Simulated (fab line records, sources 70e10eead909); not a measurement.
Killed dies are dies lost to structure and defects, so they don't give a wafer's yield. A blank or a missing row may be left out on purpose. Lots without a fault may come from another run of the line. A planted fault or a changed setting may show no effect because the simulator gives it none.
fab line records | flow nand_harc
record lots=13 wafers=38 last_day=32
route steps=1302 shown A_SLIT@946 A_SIN_REMOVE@951 A_WL_FILL@972 A_CONTACT@985 END@1302
lots that met no fault: from a run of the same line without faults
start_h: hours from the record's first day to the start of the lot's first wafer shown | wait_h: hours since the lot's step before | " the same as in the row above | L1.1+2: a row that stands for several wafers | - no value, or no start given | * or withheld: withheld | < > ~ a bound
route shown NAME@n: a module of which the file shows steps, and the number in the route of the first | usual: mean/standard deviation of fault-free wafers | same: alike in all rows | chamber/n: place in a boat | sites: the reading at each site | _std_site: their standard deviation | _edge_site: outer sites' mean less inner sites' | radius_mm: how far each site lies from the wafer's centre | mask NAME#n: copy n | behind: the tool/chamber that last shaped the wafer | hold: why the lot was held/for how many hours/how that ended | device: the transistor (n, p or np) that didn't switch | end of line: the same wafers' tests at the end of the route | a step without rows: its recipe alone | killed: dies lost to structure and defects at the first sort, not the wafer's yield | map: a wafer's dies, x killed, . not, _ none there
set.NAME: the setting as run; set.NAME@STEP: as run at that earlier step | model.NAME: the simulator's own value behind a step, which no gauge read
steps of the route over a sample of lots; a table a step, a row a wafer
services: from which hour (start_h, from the record's first day; less than 0 if before it) a tool's chamber was out of use, for how many hours, and why
## steps
# step NHARC_A_SLIT_CD_MEAS_21
# usual cd_nm=289.5/0.79
# columns lot.wafer tool chamber start_h wait_h cd_nm
L451.1 cd_sem-03 - 455.80 - 288.4
L451.2 " - " " 288.5
L451.6 " - " " 290.3
L450.1 cd_sem-03 - 459.39 - 289.5
L450.2 " - " " 290.6
L450.5 " - " " 290.7
L452.1 cd_sem-03 - 474.73 - 288.9
L452.2 " - " " 288.8
L452.3 " - " " 287.4
L453.1 cd_sem-02 - 475.26 - 289.9
L453.2 " - " " 288.7
L453.6 " - " " 288.4
L454.2 cd_sem-03 - 488.41 - 289.8
L454.3 " - " " 291.2
L454.6 " - " " 290.3
L456.1 cd_sem-03 - 498.45 - 290.0
L456.2 " - " " 290.5
L456.3 " - " " 289.4
L457.2 cd_sem-01 - 521.93 - 288.2
L457.3 " - " " 289.1
L457.4 " - " " 290.0
L455.2 cd_sem-01 - 523.33 - 289.3
L455.4 " - " " 289.6
L455.5 " - " " 289.7
L458.1 cd_sem-01 - 542.05 - 290.5
L458.2 " - " " 290.6
L458.5 " - " " 289.4
L466.1 cd_sem-03 - 619.05 - 290.6
L466.2 " - " " 290.8
L471.1 cd_sem-02 - 661.04 - 289.3
L471.2 " - " " 289.1
L471.4 " - " " 290.2
L470.3 cd_sem-03 - 662.16 - 288.7
L470.4 " - " " 290.2
L470.6 " - " " 289.8
L473.2 cd_sem-02 - 667.37 0.1 288.0
L473.3 " - " " 289.6
L473.4 " - " " 289.1
# step NHARC_A_SIN_REMOVE_INSPECT_04
# usual raw_defect_count=380/89
# columns lot.wafer tool chamber start_h wait_h raw_defect_count
L451.1 defect_inspect-02 - 462.95 0.0 382
L451.2 " - " " 355
L451.6 " - " " 423
L450.1 defect_inspect-02 - 466.12 0.0 294
L450.2 " - " " 376
L450.5 " - " " 373
L452.1 defect_inspect-01 - 481.37 0.0 450
L452.2 " - " " 369
L452.3 " - " " 461
L453.1 defect_inspect-02 - 481.42 0.0 280
L453.2 " - " " 275
L453.6 " - " " 291
L454.2 defect_inspect-02 - 495.00 0.0 417
L454.3 " - " " 429
L454.6 " - " " 497
L456.1 defect_inspect-01 - 505.12 0.0 306
L456.2 " - " " 355
L456.3 " - " " 354
L457.2 defect_inspect-02 - 528.61 0.0 402
L457.3 " - " " 507
L457.4 " - " " 528
L455.2 defect_inspect-01 - 528.62 0.0 309
L455.4 " - " " 322
L455.5 " - " " 487
L458.1 defect_inspect-02 - 548.69 0.0 445
L458.2 " - " " 533
L458.5 " - " " 445
L466.1 defect_inspect-01 - 625.69 0.0 545
L466.2 " - " " 592
L471.1 defect_inspect-01 - 667.65 0.0 407
L471.2 " - " " 340
L471.4 " - " " 380
L470.3 defect_inspect-02 - 667.70 0.0 310
L470.4 " - " " 265
L470.6 " - " " 566
L473.2 defect_inspect-02 - 673.94 0.0 333
L473.3 " - " " 321
L473.4 " - " " 400
# step NHARC_A_WL_FILL_ETCHBACK_26
# recipe target_depth_a=520 time_s=13.3 hbr_flow_sccm=150 rf_w=350 icp_w=350 bias_w=60 chemistry=HBr
# usual drypump_motor_current_A=5.6/0.44 oes_product_au=1.001/0.013 run_length_s=34.5/0.4 throttle_valve_pct=23.266/0.0087
# columns lot.wafer tool chamber start_h wait_h drypump_motor_current_A oes_product_au rf_hours_counter_h run_length_s throttle_valve_pct
L451.2 rie_si-05 1 480.66 0.4 5.9 1.015 1.1 34.2 23.272
L451.1 " 2 " " 5.7 0.994 1.1 34.8 23.273
L451.6 " 1 " " 5.9 1.012 - 34.8 23.267
L450.2 rie_si-01 1 480.69 0.4 5.8 0.983 0.6 34.2 23.260
L450.1 " 2 " " 5.2 1.004 0.6 35.8 23.278
L450.5 " 3 " " 6.0 0.998 - 34.3 23.271
L452.1 rie_si-02 3 498.59 0.4 5.9 0.988 0.2 34.6 23.261
L452.2 " 0 " " 6.4 1.002 0.1 35.2 23.277
L452.3 " 2 " " 5.7 0.995 0.2 34.1 23.264
L453.1 rie_si-05 1 498.59 0.4 5.9 1.017 0.0 34.3 23.267
L453.2 " 3 " " 5.1 1.008 0.0 34.2 23.276
L453.6 " 2 " " 5.7 0.997 - 34.5 23.265
L454.2 rie_si-02 2 515.31 0.4 5.8 0.985 0.3 34.3 23.263
L454.3 " 0 " " 6.4 1.005 0.2 35.0 23.244
L454.6 " 2 " " 5.7 0.993 - 34.3 23.263
L456.2 rie_si-05 3 523.21 0.4 5.1 1.017 0.3 34.7 23.268
L456.3 " 1 " " 5.9 1.021 0.3 34.6 23.285
L456.1 " 2 " " 5.7 1.017 0.3 35.1 23.261
L457.2 rie_si-02 1 547.09 0.4 6.0 0.981 0.5 34.7 23.247
L457.4 " 2 " " 5.7 0.986 0.5 34.3 23.276
L457.3 " 3 " " 5.8 0.998 0.5 34.3 23.278
L455.2 rie_si-05 0 547.10 0.4 4.9 0.995 0.3 34.7 23.268
L455.4 " 1 " " 5.9 1.027 0.4 34.4 23.282
L455.5 " 3 " " 5.1 1.012 - 34.0 23.244
L458.2 rie_si-02 1 565.85 0.4 6.0 0.970 0.6 34.6 23.277
L458.1 " 2 " " 5.7 0.984 0.7 34.2 23.272
L458.5 " 2 " " 5.7 0.987 - 34.5 23.262
L466.2 rie_si-05 3 642.85 0.4 5.1 1.017 1.0 31.3 23.272
L466.1 " 1 " " 5.9 1.012 1.2 34.5 23.273
L471.1 rie_si-02 1 685.12 0.4 6.0 1.003 0.2 34.7 23.273
L471.4 " 2 " " 5.7 0.994 0.3 34.2 23.257
L471.2 " 3 " " 5.9 1.011 0.3 34.7 23.265
L470.4 rie_si-01 2 685.12 0.4 5.2 1.021 0.9 35.5 23.280
L470.3 " 3 " " 6.0 0.994 0.8 34.2 23.252
L470.6 " 3 " " 6.0 1.013 - 34.1 23.271
L473.2 rie_si-02 1 691.57 0.4 6.1 0.998 0.2 34.4 23.268
L473.3 " 2 " " 5.8 1.001 0.4 34.2 23.273
L473.4 " 3 " " 5.8 1.002 0.3 35.1 23.259
# step NHARC_A_CONTACT_DEP_28
# recipe target_thk_a=70000 temp_c=400 material=aC
# usual susceptor_temp_C=399.97/0.22 throttle_valve_pct=35.002/0.0088
# columns lot.wafer tool chamber start_h wait_h susceptor_temp_C throttle_valve_pct
L450.1 acl_dep-01 0 483.00 0.4 399.88 35.006
L450.2 " 0 " " 399.74 35.000
L450.5 " 0 485.87 3.3 399.94 35.002
L451.1 acl_dep-02 0 483.34 0.8 400.02 35.005
L451.2 " 0 " " 399.91 34.991
L451.6 " 0 486.89 4.3 399.79 34.998
L453.1 acl_dep-02 0 501.65 1.2 400.03 34.992
L453.2 " 0 " " 400.15 35.001
L453.6 " 0 505.21 4.8 400.16 34.987
L452.1 acl_dep-03 0 502.07 1.5 399.98 34.999
L452.2 " 0 " " 400.00 34.999
L452.3 " 0 " " 400.15 35.014
L454.2 acl_dep-01 0 517.79 0.8 - 35.006
L454.3 " 0 " " - 35.005
L454.6 " 0 520.58 3.5 - 35.005
L456.1 acl_dep-03 0 524.98 0.1 400.34 35.014
L456.2 " 0 " " 400.22 34.996
L456.3 " 0 " " 399.92 35.009
L457.2 acl_dep-03 0 549.59 0.8 - 34.999
L457.3 " 0 " " - 35.006
L457.4 " 0 " " - 35.002
L455.2 acl_dep-02 0 549.96 0.8 400.31 35.008
L455.4 " 0 551.38 2.2 400.32 34.993
L455.5 " 0 " " 399.79 35.012
L458.1 acl_dep-01 0 567.65 0.1 399.37 34.986
L458.2 " 0 " " 399.69 35.003
L458.5 " 0 570.48 2.9 399.93 35.001
L466.1 acl_dep-02 0 646.25 1.4 - 34.998
L466.2 " 0 " " - 34.989
L471.1 acl_dep-01 0 686.91 0.1 399.38 35.011
L471.2 " 0 " " 399.72 34.995
L471.4 " 0 689.03 2.2 399.61 34.992
L470.3 acl_dep-03 0 688.36 1.5 399.79 34.989
L470.4 " 0 " " 400.44 34.995
L470.6 " 0 690.48 3.6 399.78 35.007
L473.2 acl_dep-03 0 694.05 0.8 - 34.997
L473.3 " 0 " " - 35.004
L473.4 " 0 " " - 35.000
# step NHARC_END_SORT_01
# recipe temp_c=25
# usual killed_at_array=61/26 killed_at_other=0.8/1.1 killed_at_periphery=4.0/2.6 killed_dies=66/26 killed_open=3.1/1.7 killed_short=2.5/1.5
# same gross_dies=677
# columns lot.wafer tool chamber start_h wait_h killed_at_array killed_at_other killed_at_periphery killed_dies killed_open killed_short
L454.2 prober-02 0 591.94 2.8 88 0 2 90 4 3
L454.3 prober-02 0 592.73 3.1 97 0 8 105 3 4
L454.6 prober-02 0 595.09 3.9 80 0 8 88 5 2
L457.2 prober-01 0 626.97 2.8 95 0 10 105 0 3
L457.3 prober-01 0 627.76 3.1 116 0 5 121 6 2
L457.4 prober-01 0 628.56 3.4 99 0 8 107 3 3
L455.2 prober-02 0 626.98 2.8 46 1 0 47 2 1
L455.4 prober-02 0 628.59 3.4 46 2 2 50 5 2
L455.5 prober-02 0 629.39 3.7 41 0 1 42 1 4
L458.1 prober-02 0 642.80 2.5 83 2 1 86 2 4
L458.2 prober-02 0 643.61 2.8 103 1 2 106 3 2
L458.5 prober-02 0 646.05 3.8 125 0 7 132 2 2
L466.1 prober-02 0 726.22 2.5 87 2 4 93 4 2
L466.2 prober-02 0 727.01 2.8 83 1 2 86 5 4
L471.1 prober-01 0 762.89 2.5 91 1 5 97 5 2
L471.2 prober-01 0 763.70 2.8 87 1 4 92 2 3
L471.4 prober-01 0 765.32 3.4 98 0 4 102 2 1
# killed by level:class
L454.2 A_CHANNEL_HOLE_D1:chamber_film_flake=35 A_SLIT:chamber_film_flake=26 A_CHANNEL_HOLE_D2:chamber_film_flake=15 A_CONTACT:chamber_film_flake=3 A_DECK1_JOINT:geometric_particle:short=2 A_ONON_D1:geometric_particle:open=1 A_CHANNEL_FILL_D2:geometric_particle:open=1 A_WL_FILL:geometric_particle:short=1
L454.3 A_CHANNEL_HOLE_D2:chamber_film_flake=32 A_CHANNEL_HOLE_D1:chamber_film_flake=29 A_SLIT:chamber_film_flake=26 A_STAIRCASE:chamber_film_flake=3 A_CONTACT:chamber_film_flake=3 P_ZERO_WELL:chamber_film_flake=2 P_GATE:chamber_film_flake=2 P_CONTACT:geometric_particle:short=1
L454.6 A_SLIT:chamber_film_flake=31 A_CHANNEL_HOLE_D2:chamber_film_flake=20 A_CHANNEL_HOLE_D1:chamber_film_flake=18 P_GATE:chamber_film_flake=3 A_ONON_D2:geometric_particle:open=2 P_ZERO_WELL:chamber_film_flake=2 A_CONTACT:chamber_film_flake=2 P_CONTACT:geometric_particle:open=1
L457.2 A_CHANNEL_HOLE_D2:chamber_film_flake=28 A_SLIT:chamber_film_flake=28 A_CHANNEL_HOLE_D1:chamber_film_flake=25 P_BONDPAD:chamber_film_flake=5 A_CONTACT:chamber_film_flake=5 A_STAIRCASE:chamber_film_flake=3 P_CONTACT:chamber_film_flake=2 P_M2:chamber_film_flake=2
L455.2 A_CHANNEL_HOLE_D2:chamber_film_flake=30 A_CONTACT:chamber_film_flake=5 A_WL_FILL:chamber_film_flake=3 A_CHANNEL_HOLE_D1:chamber_film_flake=2 A_DECK1_JOINT:geometric_particle:short=1 A_DECK1_JOINT:geometric_particle:open=1 A_M0:geometric_particle:open=1 THIN_TSV:chamber_film_flake=1
L457.3 A_CHANNEL_HOLE_D2:chamber_film_flake=37 A_CHANNEL_HOLE_D1:chamber_film_flake=32 A_SLIT:chamber_film_flake=31 A_CONTACT:chamber_film_flake=7 A_DECK1_JOINT:geometric_particle:open=2 P_GATE:chamber_film_flake=2 P_M0:geometric_particle:short=1 A_ONON_D1:geometric_particle:short=1
L457.4 A_SLIT:chamber_film_flake=31 A_CHANNEL_HOLE_D2:chamber_film_flake=29 A_CHANNEL_HOLE_D1:chamber_film_flake=27 P_BONDPAD:chamber_film_flake=5 A_CHANNEL_FILL_D2:chamber_film_flake=3 A_ONON_D1:geometric_particle:short=2 A_STAIRCASE:chamber_film_flake=2 P_CONTACT:geometric_particle:open=1
L455.4 A_CHANNEL_HOLE_D2:chamber_film_flake=29 A_CHANNEL_HOLE_D1:chamber_film_flake=6 A_SGD_CUT:geometric_particle:open=2 P_STI:chamber_film_flake=2 A_CONTACT:chamber_film_flake=2 THIN_TSV:chamber_film_flake=2 A_SOURCE_PLATE:geometric_particle:open=1 A_ONON_D1:geometric_particle:short=1
L455.5 A_CHANNEL_HOLE_D2:chamber_film_flake=27 A_CHANNEL_HOLE_D1:chamber_film_flake=4 A_WL_FILL:chamber_film_flake=3 A_WL_FILL:geometric_particle:short=2 A_CHANNEL_FILL_D1:geometric_particle:short=1 A_DECK1_JOINT:geometric_particle:short=1 A_WL_FILL:geometric_particle:open=1 P_STI:chamber_film_flake=1
L458.1 A_CHANNEL_HOLE_D1:chamber_film_flake=27 A_SLIT:chamber_film_flake=24 A_CHANNEL_HOLE_D2:chamber_film_flake=17 A_CONTACT:chamber_film_flake=6 P_CONTACT:geometric_particle:short=1 A_CHANNEL_HOLE_D1:geometric_particle:short=1 A_ONON_D2:geometric_particle:open=1 A_ONON_D2:geometric_particle:short=1
L458.2 A_CHANNEL_HOLE_D2:chamber_film_flake=35 A_SLIT:chamber_film_flake=30 A_CHANNEL_HOLE_D1:chamber_film_flake=29 A_ONON_D1:geometric_particle:open=1 A_DECK1_JOINT:geometric_particle:short=1 A_WL_FILL:geometric_particle:short=1 A_CONTACT:geometric_particle:open=1 A_M0:geometric_particle:open=1
L458.5 A_CHANNEL_HOLE_D1:chamber_film_flake=40 A_SLIT:chamber_film_flake=40 A_CHANNEL_HOLE_D2:chamber_film_flake=34 A_DECK1_JOINT:chamber_film_flake=4 P_ZERO_WELL:chamber_film_flake=3 P_GATE:chamber_film_flake=3 P_CONTACT:geometric_particle:short=1 A_CHANNEL_FILL_D1:geometric_particle:open=1
L466.1 A_SLIT:chamber_film_flake=30 A_CHANNEL_HOLE_D1:chamber_film_flake=27 A_CHANNEL_HOLE_D2:chamber_film_flake=14 A_STAIRCASE:chamber_film_flake=7 P_ZERO_WELL:chamber_film_flake=2 A_ZERO_WELL:chamber_film_flake=2 A_CHANNEL_FILL_D1:chamber_film_flake=2 THIN_TSV:chamber_film_flake=2
L466.2 A_CHANNEL_HOLE_D1:chamber_film_flake=34 A_SLIT:chamber_film_flake=28 A_CHANNEL_HOLE_D2:chamber_film_flake=12 A_CHANNEL_FILL_D2:geometric_particle:short=2 A_SGD_CUT:geometric_particle:open=2 P_CONTACT:geometric_particle:short=1 P_M2:geometric_particle:open=1 A_CHANNEL_HOLE_D2:geometric_particle:open=1
L471.1 A_SLIT:chamber_film_flake=31 A_CHANNEL_HOLE_D2:chamber_film_flake=22 A_CHANNEL_HOLE_D1:chamber_film_flake=16 A_CONTACT:chamber_film_flake=11 A_STAIRCASE:chamber_film_flake=4 P_ZERO_WELL:chamber_film_flake=3 P_GATE:geometric_particle:open=1 P_M0:geometric_particle:open=1
L471.2 A_SLIT:chamber_film_flake=30 A_CHANNEL_HOLE_D2:chamber_film_flake=25 A_CHANNEL_HOLE_D1:chamber_film_flake=13 A_CONTACT:chamber_film_flake=10 A_STAIRCASE:chamber_film_flake=3 P_ZERO_WELL:chamber_film_flake=2 A_WL_FILL:chamber_film_flake=2 P_CONTACT:geometric_particle:short=1
L471.4 A_SLIT:chamber_film_flake=36 A_CHANNEL_HOLE_D2:chamber_film_flake=34 A_CONTACT:chamber_film_flake=13 A_CHANNEL_HOLE_D1:chamber_film_flake=8 P_ZERO_WELL:chamber_film_flake=3 A_STAIRCASE:chamber_film_flake=2 A_CHANNEL_FILL_D1:geometric_particle:open=1 A_CHANNEL_FILL_D1:geometric_particle:short=1
## services
# columns tool chamber start_h hours kind
rie_si-02 0 463.00 - clean
rie_si-02 1 463.00 - clean
rie_si-02 2 463.00 - clean
rie_si-02 3 463.00 - clean
rie_si-05 - 482.00 9.0 pm
acl_dep-03 - 483.91 13.0 pm
rie_si-05 0 503.55 11.2 repair
rie_si-05 1 534.90 1.9 repair
rie_si-01 - 547.00 9.0 pm
rie_si-05 0 548.68 7.0 repair
acl_dep-01 - 553.73 13.0 pm
rie_si-01 0 578.91 8.8 repair
rie_si-01 1 579.13 7.4 repair
acl_dep-02 - 613.22 13.0 pm
rie_si-05 3 626.99 4.8 repair
rie_si-02 - 631.00 9.0 pm
rie_si-02 0 631.00 9.0 vent_cycle
rie_si-02 1 631.00 9.0 vent_cycle
rie_si-02 2 631.00 9.0 vent_cycle
rie_si-02 3 631.00 9.0 vent_cycle
rie_si-05 - 637.41 0.8 repair
rie_si-05 - 659.00 9.0 pm
rie_si-02 1 662.90 13.2 repair
acl_dep-03 - 667.54 13.0 pm
## key
first_sign step=NHARC_A_WL_FILL_ETCHBACK_26 reading=run_length_s direction=down sigmas=8 usual=* struck=*
effect none on later readings
met_at NHARC_A_WL_FILL_ETCHBACK_26
struck_lots L466
struck_wafers L466.2
tester_left_out L466
not_acting_at NHARC_A_SLIT_CD_MEAS_21,NHARC_A_SIN_REMOVE_INSPECT_04,NHARC_A_CONTACT_DEP_28
onset_between 547.10 642.85
fault kind=process_parameter_drift tool=rie_si-05 chamber=- onset_h=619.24 steps=NHARC_A_WL_FILL_ETCHBACK_26 channel=time_s offset=* shape=step end_h=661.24 scope=struck_wafers_only acts_in=* stated=*
# tester_left_out: of these lots the tester's yield and bins aren't shown, on N5 and GAA mostly nor the transistor test; their killed dies are dies lost to structure and defects alone, not to doping, threshold or leakage, so they don't give the yield
